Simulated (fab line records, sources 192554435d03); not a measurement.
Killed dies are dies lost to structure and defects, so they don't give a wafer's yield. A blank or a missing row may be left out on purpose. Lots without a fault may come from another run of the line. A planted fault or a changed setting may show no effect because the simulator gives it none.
Chamber matching | flow n5_finfet | N5_BEOL_M7_DESCUM_33 on rie_diel-05: 4 sister chambers
The step chemistry O2, time 7 s. 14 wafers are shown with their chamber, then 7 later ones without.

WAFERS WITH THEIR CHAMBER
wafer  | chamber | drypump_motor_current_A (A) | showerhead_plenum_p_Torr (Torr) | oes_product_au (a.u.)
L077.1 | 0       | 5.33                        | 2.06                            | 0.72
L077.3 | 3       | 6.35                        | 2.22                            | 0.93
L077.6 | 2       | 5.88                        | 2.07                            | 0.71
L080.1 | 3       | 6.33                        | 2.22                            | 0.92
L080.4 | 0       | 5.32                        | 2.06                            | 0.72
L080.5 | 2       | 5.86                        | 2.07                            | 0.72
L084.2 | 2       | 5.88                        | 2.07                            | 0.71
L084.5 | 1       | 5.11                        | 2.13                            | 0.82
L084.6 | 0       | 5.32                        | 2.06                            | 0.71
L087.3 | 0       | 5.35                        | 2.05                            | 0.71
L087.4 | 3       | 6.31                        | 2.21                            | 0.87
L087.5 | 3       | 6.30                        | 2.21                            | 0.88
L090.1 | 3       | 6.31                        | 2.21                            | 0.90
L090.2 | 2       | 5.87                        | 2.07                            | 0.70

SIGNATURES (means of the wafers above)
reading                  | chamber 0 | chamber 1 | chamber 2 | chamber 3 | scatter within a chamber
drypump_motor_current_A  | 5.3300    | 5.1100    | 5.8725    | 6.3200    | 0.0157
showerhead_plenum_p_Torr | 2.0575    | 2.1300    | 2.0700    | 2.2140    | 0.00442
oes_product_au           | 0.7150    | 0.8200    | 0.7100    | 0.9000    | 0.017
Rule: a wafer's distance from a chamber is the root of the sum, over the readings, of the square of ((its reading less the chamber's mean) divided by the reading's scatter). The wafer belongs to the nearest chamber; if the next one is less than 2 further off, it can't be placed. The scatter: the root of (the sum of the squares of (reading less its chamber's mean) over the shown wafers, divided by (wafers less chambers)).

WAFERS WITHOUT THEIR CHAMBER
wafer  | drypump_motor_current_A (A) | showerhead_plenum_p_Torr (Torr) | oes_product_au (a.u.)
L090.6 | 6.32                        | 2.21                            | 0.88
L096.1 | 6.35                        | 2.21                            | 0.86
L096.2 | 5.12                        | 2.12                            | 0.80
L096.3 | 5.88                        | 2.07                            | 0.70
L096.4 | 5.33                        | 2.05                            | 0.70
L096.5 | 5.88                        | 2.07                            | 0.70
L096.6 | 6.31                        | 2.21                            | 0.87

WHICH CHAMBER EACH WENT THROUGH
wafer  | from the rows above | in truth
L090.6 | 3                   | 3
L096.1 | 3                   | 3
L096.2 | 1                   | 1
L096.3 | 2                   | 2
L096.4 | 0                   | 0
L096.5 | 2                   | 2
L096.6 | 3                   | 3
Placed correctly: 7 of 7. Can't be placed from these rows: 0. Placed wrongly: 0.
